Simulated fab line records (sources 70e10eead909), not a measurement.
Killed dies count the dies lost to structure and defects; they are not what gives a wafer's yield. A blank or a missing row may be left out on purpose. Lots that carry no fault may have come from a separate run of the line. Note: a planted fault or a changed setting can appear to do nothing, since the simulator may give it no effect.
fab line records -- flow nand_harc -- part 2 of 2: steps 38 to 43 of 43
[record] lots = 5, wafers = 15, last_day = 33
route steps=1302 shown P_ZERO_WELL@48 P_STI@69
lots that met no fault: taken from a fault-free run of the same line
start_h: start of the lot's first displayed wafer, in hours after the record's first day -- wait_h: hours since the lot's step before -- " the same as in the row above -- L1.1+2: one row covering several wafers at once -- - no value, or no start given -- * or withheld: withheld -- < > ~ a bound
route shown NAME@n: a module of which the file shows steps, and the number in the route of the first -- usual: the fault-free wafers' mean and standard deviation -- same: alike in all rows -- chamber/n: place in a boat -- sites: per-site readings -- _std_site: the values' standard deviation -- _edge_site: outer sites' mean less inner sites' -- radius_mm: for every site, how far away it sits from the centre of the wafer -- mask NAME#n: copy n -- behind: the most recent tool/chamber to have shaped the wafer -- hold: the reason the lot was held/the length of the hold in hours/how it ended -- device: transistor that didn't switch, given as n, p or np -- end of line: the route-end tests of the same wafers -- a step given without rows: its recipe and nothing more -- killed: at the first sort, the dies lost to defects and structure; wafer yield is something else -- map: dies across one wafer; x = killed, . = not, _ = none there
set.NAME: the run value of the setting; set.NAME@STEP: its run value at that earlier step -- model.NAME: the simulator's own value behind a step, which no gauge read
lots at selected steps of the route; one table per step, one row per wafer
services: when a tool's chamber went out of use (start_h, in hours from the record's first day, below 0 if earlier), for how many hours, and the reason
[[steps]]
[step NHARC_P_STI_INSPECT_11]
[usual] raw_defect_count = 5.9/2.9
lot.wafer,tool,chamber,start_h,wait_h,raw_defect_count
L081.1,defect_inspect-01,-,113.48,0.0,3
L081.3,defect_inspect-01,-,113.48,0.0,5
L081.6,defect_inspect-01,-,113.48,0.0,7
L083.1,defect_inspect-02,-,137.59,0.0,7
L083.4,defect_inspect-02,-,137.59,0.0,5
L083.6,defect_inspect-02,-,137.59,0.0,10
L086.1,defect_inspect-02,-,162.94,0.0,4
L086.3,defect_inspect-02,-,162.94,0.0,11
L086.5,defect_inspect-02,-,162.94,0.0,7
L095.2,defect_inspect-02,-,253.56,0.0,5
L095.3,defect_inspect-02,-,253.56,0.0,5
L095.6,defect_inspect-02,-,253.56,0.0,6
L096.1,defect_inspect-01,-,265.67,0.0,6
L096.2,defect_inspect-01,-,265.67,0.0,8
L096.3,defect_inspect-01,-,265.67,0.0,12
[step NHARC_P_STI_HARDBAKE_13]
[recipe] temp_c = 118, time_s = 65
lot.wafer,tool,chamber,start_h,wait_h
L081.1+3+6,litho_track-05,0,113.54,0.1
L083.1+4+6,litho_track-05,0,137.64,0.1
L086.1+3+5,litho_track-02,0,163.00,0.1
L095.2+3+6,litho_track-03,0,253.62,0.1
L096.1+2+3,litho_track-02,0,265.73,0.1
[step NHARC_P_STI_DESCUM_14]
[recipe] time_s = 3, o2_flow_sccm = 200, ar_flow_sccm = 0, bias_power_w = 0, chemistry = O2
[usual] drypump_motor_current_A = 5.93/0.25, oes_product_au = 0.995/0.013, rf_vpp_V = 57.6/0.93, showerhead_plenum_p_Torr = 1.87/0.067, throttle_valve_pct = 11.311/0.0094
lot.wafer,tool,chamber,start_h,wait_h,drypump_motor_current_A,oes_product_au,rf_hours_counter_h,rf_vpp_V,showerhead_plenum_p_Torr,throttle_valve_pct
L081.1,rie_diel-09,3,113.63,-,6.04,1.007,9.0,57.4,1.85,11.306
L081.3,rie_diel-09,0,113.63,-,6.00,1.030,7.9,58.1,1.80,11.312
L081.6,rie_diel-09,2,113.63,-,6.03,0.999,-,56.8,1.87,11.311
L083.1,rie_diel-09,3,137.72,-,6.08,0.992,10.4,56.7,1.85,11.323
L083.4,rie_diel-09,1,137.72,-,5.67,1.001,9.0,58.0,2.02,11.290
L083.6,rie_diel-09,3,137.72,-,6.06,1.002,-,56.4,1.85,11.317
L086.3,rie_diel-08,1,163.08,-,5.87,0.986,8.2,58.0,1.89,11.324
L086.1,rie_diel-08,2,163.08,-,6.23,0.966,7.7,57.7,1.81,11.312
L086.5,rie_diel-08,0,163.08,-,5.93,1.002,-,56.1,1.86,11.315
L095.3,rie_diel-09,0,253.69,-,5.98,0.999,5.0,56.7,1.80,11.306
L095.2,rie_diel-09,3,253.69,-,6.04,0.980,4.0,57.6,1.85,11.308
L095.6,rie_diel-09,1,253.69,-,5.65,1.002,-,57.8,2.02,11.295
L096.1,rie_diel-08,3,265.81,-,5.51,0.984,3.2,55.3,1.86,11.319
L096.3,rie_diel-08,0,265.81,-,5.94,0.977,3.4,57.7,1.85,11.294
L096.2,rie_diel-08,1,265.81,-,5.86,0.980,3.2,58.7,1.89,11.316
[step NHARC_P_STI_ETCH_42]
[recipe] target_depth_a = 800, overetch_a = 240, time_s = 61, ion_energy_ev = 200, n2_flow_sccm = 150, h2_flow_sccm = 150, ar_flow_sccm = 0, rf_w = 400, bias_w = 150, chemistry = N2/H2
[usual] bias_w = 150.1/0.45, drypump_motor_current_A = 5.94/0.25, h2_flow_sccm = 150.1/0.4, oes_product_au = 0.995/0.013, rf_vpp_V = 429.1/2.1, showerhead_plenum_p_Torr = 1.99/0.07, throttle_valve_pct = 14.171/0.01
lot.wafer,tool,chamber,start_h,wait_h,bias_w,drypump_motor_current_A,h2_flow_sccm,oes_product_au,rf_hours_counter_h,rf_vpp_V,showerhead_plenum_p_Torr,throttle_valve_pct
L081.1,rie_diel-09,1,113.71,0.1,150.2,5.70,150.2,1.018,8.1,433.4,2.16,14.144
L081.3,rie_diel-09,2,113.71,0.1,149.7,6.04,149.8,1.006,9.3,430.5,1.99,14.163
L081.6,rie_diel-09,0,113.71,0.1,150.4,5.97,149.9,1.016,-,427.1,1.91,14.158
L083.4,rie_diel-09,1,137.81,0.1,150.5,5.67,149.9,1.008,9.0,433.9,2.16,14.184
L083.1,rie_diel-09,2,137.81,0.1,149.6,6.03,150.1,1.005,10.4,427.8,1.99,14.169
L083.6,rie_diel-09,2,137.81,0.1,150.4,6.03,150.2,1.002,-,428.0,1.99,14.170
L086.3,rie_diel-08,3,163.17,0.1,149.8,5.50,150.1,0.995,7.5,429.0,1.98,14.161
L086.1,rie_diel-08,0,163.17,0.1,150.1,5.94,149.9,0.999,8.1,429.6,1.98,14.173
L086.5,rie_diel-08,2,163.17,0.1,149.5,6.20,150.0,0.976,-,426.3,1.92,14.159
L095.2,rie_diel-09,2,253.78,0.1,150.7,6.05,150.0,0.981,4.3,429.1,1.98,14.186
L095.3,rie_diel-09,0,253.78,0.1,150.2,5.96,149.8,0.981,5.0,426.0,1.91,14.166
L095.6,rie_diel-09,2,253.78,0.1,149.4,6.05,150.0,0.970,-,428.4,1.98,14.161
L096.1,rie_diel-08,3,265.89,0.1,150.9,5.49,149.5,0.988,3.2,428.0,1.98,14.168
L096.3,rie_diel-08,0,265.89,0.1,150.0,5.94,149.9,0.984,3.4,429.7,1.97,14.170
L096.2,rie_diel-08,1,265.89,0.1,150.4,5.86,149.6,0.989,3.3,428.8,2.01,14.180
[step NHARC_P_STI_ETCH_31]
[recipe] target_depth_a = 1089, time_s = 54.5, cf4_flow_sccm = 100, chf3_flow_sccm = 30, ar_flow_sccm = 0, rf_w = 500, bias_w = 200, chemistry = CF4/CHF3
[usual] bias_w = 199.9/0.63, drypump_motor_current_A = 5.92/0.25, oes_product_au = 0.954/0.024, rf_vpp_V = 369.5/1.9, showerhead_plenum_p_Torr = 1.54/0.05, throttle_valve_pct = 16.803/0.0096
lot.wafer,tool,chamber,start_h,wait_h,bias_w,drypump_motor_current_A,oes_product_au,rf_hours_counter_h,rf_vpp_V,showerhead_plenum_p_Torr,throttle_valve_pct
L081.1,rie_diel-09,2,-,-,199.3,6.05,0.967,9.3,369.9,1.54,16.802
L081.3,rie_diel-09,1,-,-,199.6,5.67,0.972,8.2,373.6,1.66,16.813
L081.6,rie_diel-09,2,-,-,200.3,6.04,0.964,-,368.0,1.54,16.794
L083.4,rie_diel-09,1,-,-,200.3,5.68,0.980,9.0,373.8,1.66,16.816
L083.1,rie_diel-09,2,-,-,199.1,6.02,0.980,10.4,370.0,1.54,16.814
L083.6,rie_diel-09,2,-,-,199.9,6.02,0.986,-,369.2,1.54,16.784
L086.3,rie_diel-08,3,-,-,199.3,5.51,0.982,7.6,369.1,1.54,16.801
L086.1,rie_diel-08,0,-,-,199.6,5.93,0.966,8.1,369.8,1.53,16.804
L086.5,rie_diel-08,0,-,-,199.8,5.91,0.968,-,369.4,1.53,16.805
L095.2,rie_diel-09,1,-,-,200.5,5.68,0.932,5.0,372.4,1.66,16.777
L095.3,rie_diel-09,0,-,-,199.5,5.98,0.935,5.0,367.9,1.48,16.821
L095.6,rie_diel-09,1,-,-,200.5,5.67,0.940,-,374.7,1.66,16.806
L096.3,rie_diel-08,3,-,-,199.6,5.51,0.949,3.2,368.2,1.53,16.790
L096.2,rie_diel-08,0,-,-,199.6,5.93,0.953,3.5,369.4,1.53,16.816
L096.1,rie_diel-08,1,-,-,200.1,5.85,0.964,3.3,370.3,1.55,16.795
[step NHARC_P_STI_ETCH_15]
[recipe] target_depth_a = 3000, taper_deg = 4, time_s = 100.1, hbr_flow_sccm = 150, cl2_flow_sccm = 50, rf_w = 400, icp_w = 400, bias_w = 100, chemistry = HBr/Cl2
[usual] bias_w = 100.0/0.32, drypump_motor_current_A = 5.7/0.42, oes_product_au = 1.000/0.012, throttle_valve_pct = 26.405/0.0096
lot.wafer,tool,chamber,start_h,wait_h,bias_w,drypump_motor_current_A,oes_product_au,rf_hours_counter_h,throttle_valve_pct
L081.3,rie_si-01,3,113.91,-,99.6,6.2,1.031,0.7,26.388
L081.1,rie_si-01,1,113.91,-,100.2,6.4,1.024,0.6,26.426
L081.6,rie_si-01,3,113.91,-,100.0,6.2,1.014,-,26.403
L083.1,rie_si-03,1,138.00,-,99.8,5.1,0.999,0.6,26.416
L083.4,rie_si-03,2,138.00,-,99.9,5.5,0.981,-,26.403
L083.6,rie_si-03,0,138.00,-,100.5,5.2,0.984,-,26.410
L086.1,rie_si-01,2,163.35,-,99.7,5.5,0.996,1.0,26.398
L086.3,rie_si-01,0,163.35,-,100.2,5.7,0.997,0.7,26.391
L086.5,rie_si-01,3,163.35,-,100.3,6.2,1.014,-,26.401
L095.2,rie_si-01,0,254.01,-,99.9,5.7,1.013,0.3,26.396
L095.3,rie_si-01,1,254.01,-,100.4,6.4,0.987,0.3,26.409
L095.6,rie_si-01,2,254.01,-,100.0,5.5,0.973,-,26.419
L096.2,rie_si-03,3,266.08,-,100.6,5.3,1.008,0.2,26.402
L096.3,rie_si-03,0,266.08,-,100.1,5.2,0.984,0.2,26.392
L096.1,rie_si-03,1,266.08,-,100.0,5.1,1.004,0.2,26.384
[[services]]
tool,chamber,start_h,hours,kind
wet_bench-07,-,75.33,2.7,repair
litho_track-07,-,76.00,7.0,pm
wet_bench-05,-,84.92,8.0,pm
rie_diel-09,0,90.63,2.4,repair
krf_scanner-03,-,99.35,0.7,repair
litho_track-03,-,100.00,7.0,pm
rie_diel-09,1,101.01,3.8,repair
wet_bench-01,-,101.60,8.0,pm
rie_diel-08,1,109.45,2.5,repair
litho_track-05,-,124.00,7.0,pm
wet_bench-07,-,142.50,1.2,repair
rie_diel-09,-,143.10,9.0,pm
implanter-02,-,146.00,13.0,pm
krf_scanner-03,-,156.04,1.1,repair
wet_bench-07,-,160.00,8.0,pm
implanter-01,-,166.65,11.9,repair
wet_bench-09,-,176.80,8.0,pm
rie_diel-08,-,190.85,9.0,pm
krf_scanner-03,-,224.00,4.0,pm
litho_track-02,-,227.00,7.0,pm
rie_diel-09,2,229.26,5.5,repair
implanter-01,-,230.02,1.2,repair
wet_bench-05,-,250.84,160.4,repair
litho_track-07,-,251.00,7.0,pm
